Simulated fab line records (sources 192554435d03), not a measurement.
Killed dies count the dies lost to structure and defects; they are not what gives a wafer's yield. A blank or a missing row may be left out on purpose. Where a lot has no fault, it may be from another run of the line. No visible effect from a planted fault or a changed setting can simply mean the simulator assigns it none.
The tool behind it: which one? -- flow n5Finfet -- 11 lots with 33 wafers sampled at 5 steps, on a route of 1938 steps

== WHAT THE GAUGES READ, wafer by wafer ==
No reading from a measuring or inspecting step in the record can be judged against a usual standard deviation.

== TOOL THAT RAN EACH LOT (tool first, then ch and the chambers of the sampled wafers, then the start) ==
lot,N5_BEOL_M3_ALD_84,N5_MIM_BOT_ETCH_ETCH_04,N5_MIM_BOT_ETCH_ETCH_00,N5_PASSIVATION_PRE_CLEAN_19,N5_PASSIVATION_PROBE_49
L466,"aldMetal-03 ch 1,2,3, day 7 07:02","rieDiel-04 ch 0,2,3, day 11 23:02","rieMetal-03 ch 0, day 11 23:18","pvdSputter-01, day 12 01:57",-
L469,"aldMetal-04 ch 1,2, day 8 00:31","rieDiel-04 ch 1,2, day 12 08:57","rieMetal-03 ch 0,1, day 12 09:10","pvdSputter-02, day 12 11:28",-
L468,"aldMetal-03 ch 0,1,2, day 8 05:39","rieDiel-04 ch 1,3, day 12 07:43","rieMetal-02 ch 0,1, day 12 07:56","pvdSputter-01, day 12 10:44",-
L470,"aldMetal-04 ch 1,3, day 8 13:34","rieDiel-05 ch 0,1, day 12 20:05","rieMetal-03 ch 0,1, day 12 20:16","pvdSputter-03, day 12 23:23",-
L472,"aldMetal-01 ch 0,1,2, day 8 16:17","rieDiel-02 ch 0,1,2, day 13 07:47","rieMetal-01 ch 0,1, day 13 07:58","pvdSputter-03, day 13 12:28",-
L471,"aldMetal-03 ch 1,2,3, day 8 16:34","rieDiel-02 ch 0,1,2, day 12 20:23","rieMetal-02 ch 0,1, day 12 20:36","pvdSputter-02, day 13 00:43",-
L474,"aldMetal-03 ch 0,1,3, day 9 04:58","rieDiel-02 ch 0,3, day 13 13:34","rieMetal-02 ch 0, day 13 13:44","pvdSputter-03, day 13 16:08",-
L482,"aldMetal-04 ch 1,2,3, day 10 22:37","rieDiel-04 ch 1,2, day 15 11:07","rieMetal-03 ch 0,1, day 15 11:19","pvdSputter-02, day 15 18:58","prober-01, day 16 02:08"
L481,"aldMetal-04 ch 0,1,2, day 11 02:05","rieDiel-04 ch 1,2, day 15 14:34","rieMetal-03 ch 0,1, day 15 14:47","pvdSputter-02, day 15 17:50","prober-02, day 16 01:06"
L485,"aldMetal-03 ch 0,1,3, day 12 10:19","rieDiel-02 ch 0,2,3, day 16 21:19","rieMetal-02 ch 0,1, day 16 21:29","pvdSputter-02, day 16 23:23",-
L488,"aldMetal-03 ch 0,1,2, day 12 18:52","rieDiel-04 ch 0,2,3, day 17 02:27","rieMetal-03 ch 0,1, day 17 02:38","pvdSputter-01, day 17 05:20",-
- N5_BEOL_M3_ALD_84: deposits TaN, pulse time 2 s, purge time 3 s, co reactant purge time 2 s.
- N5_MIM_BOT_ETCH_ETCH_04: etches SiNx in CF4/O2, target depth 26 nm, time 13 s.
- N5_MIM_BOT_ETCH_ETCH_00: etches TiN in Cl2/BCl3, target depth 45.5 nm.
- N5_PASSIVATION_PRE_CLEAN_19
- N5_PASSIVATION_PROBE_49

== AS READ BY THE TOOLS THEMSELVES (means over the sampled wafers that have a number; for cases with no such wafer, the mark the record gives instead) ==
N5_BEOL_M3_ALD_84.
lot,tool,heaterPowerW (W),mfcCarrierSccm (sccm)
L466,aldMetal-03,411,1498
L469,aldMetal-04,461,1503
L468,aldMetal-03,422,1499
L470,aldMetal-04,405,1497
L472,aldMetal-01,432,1500
L471,aldMetal-03,406,1497
L474,aldMetal-03,414,1501
L482,aldMetal-04,440,1498
L481,aldMetal-04,452,1499
L485,aldMetal-03,411,1504
L488,aldMetal-03,422,1501

N5_MIM_BOT_ETCH_ETCH_04.
lot,tool,drypumpMotorCurrentA (A),oes_o_777_au (a.u.),oesProductAu (a.u.),rfVppV (V),showerheadPlenumPTorr (Torr),throttleValvePct (%)
L466,rieDiel-04,5.4,0.72,0.73,243,2.11,16.07
L469,rieDiel-04,5.0,0.79,0.78,242,2.19,16.04
L468,rieDiel-04,5.5,0.67,0.68,243,2.15,16.15
L470,rieDiel-05,5.1,0.73,0.74,242,2.18,15.87
L472,rieDiel-02,5.5,0.73,0.73,237,2.20,16.06
L471,rieDiel-02,5.5,0.74,0.73,238,2.20,16.06
L474,rieDiel-02,5.5,0.72,0.73,242,2.14,16.09
L482,rieDiel-04,5.0,0.84,0.84,242,2.18,15.93
L481,rieDiel-04,5.1,0.87,0.88,240,2.22,15.91
L485,rieDiel-02,5.6,0.90,0.93,241,2.28,15.85
L488,rieDiel-04,5.4,0.87,0.89,241,2.27,15.84

N5_MIM_BOT_ETCH_ETCH_00.
lot,tool,drypumpMotorCurrentA (A),heBacksideLeakSccm (sccm),oesProductAu (a.u.),throttleValvePct (%)
L466,rieMetal-03,6.1,3.0,0.81,22.32
L469,rieMetal-03,6.1,3.2,0.87,22.09
L468,rieMetal-02,5.7,3.5,0.74,22.15
L470,rieMetal-03,6.0,3.2,0.91,21.91
L472,rieMetal-01,5.6,3.4,0.76,22.12
L471,rieMetal-02,5.9,3.6,0.80,22.01
L474,rieMetal-02,6.1,3.5,0.87,21.84
L482,rieMetal-03,6.1,3.2,0.83,22.11
L481,rieMetal-03,6.0,3.1,0.83,22.12
L485,rieMetal-02,5.9,3.6,0.78,22.01
L488,rieMetal-03,6.0,3.1,0.81,22.14

N5_PASSIVATION_PRE_CLEAN_19.
lot,tool,heaterPowerW (W)
L466,pvdSputter-01,446
L469,pvdSputter-02,553
L468,pvdSputter-01,463
L470,pvdSputter-03,521
L472,pvdSputter-03,510
L471,pvdSputter-02,513
L474,pvdSputter-03,402
L482,pvdSputter-02,512
L481,pvdSputter-02,511
L485,pvdSputter-02,489
L488,pvdSputter-01,446

N5_PASSIVATION_PROBE_49.
lot,tool,defectLimitedYield (%),killed_at_M0_to_M3,killed_at_M4_up,killedAtContacts,killedAtFrontEnd,killedAtOther,killedDies,killedOpen,killedShort,sort_bin_5_function (%),sort_bin_6_memory (%),sortNPass,sortYieldPct (%)
L482,prober-01,89.8,59,13,20,27,2,121,60,26,5.9,3.7,1059,89.8
L481,prober-02,89.1,57,15,6,45,6,129,65,34,7.2,3.1,1051,89.1

== THE ANSWER, worked out from the rows above alone ==
Rule: the lots themselves supply what counts as usual. Put in order of their means at a reading, lots are off if they are a third of the lots or fewer, leave a main group of 4 or more, and stand apart from it by a gap of 3 or more times the standard deviation of the main group's means; of several such gaps the widest counts. The tables above print the reading to a certain number of digits; a main group whose means all agree to those digits is not used. Also off: a lot with no number at a reading for which 4 or more lots have one. All remaining lots with rows at the step are treated as sound. First the gauges in route order, then the tools' own readings, where a lot's mean is used as printed above. At the first step where some lot is off, the reading lying furthest off is the one used; lots without a number count as furthest.
Nothing can be told from this: no lot is off at any reading shown.

== WHAT HAD BEEN PUT IN BY THE SIMULATOR ==
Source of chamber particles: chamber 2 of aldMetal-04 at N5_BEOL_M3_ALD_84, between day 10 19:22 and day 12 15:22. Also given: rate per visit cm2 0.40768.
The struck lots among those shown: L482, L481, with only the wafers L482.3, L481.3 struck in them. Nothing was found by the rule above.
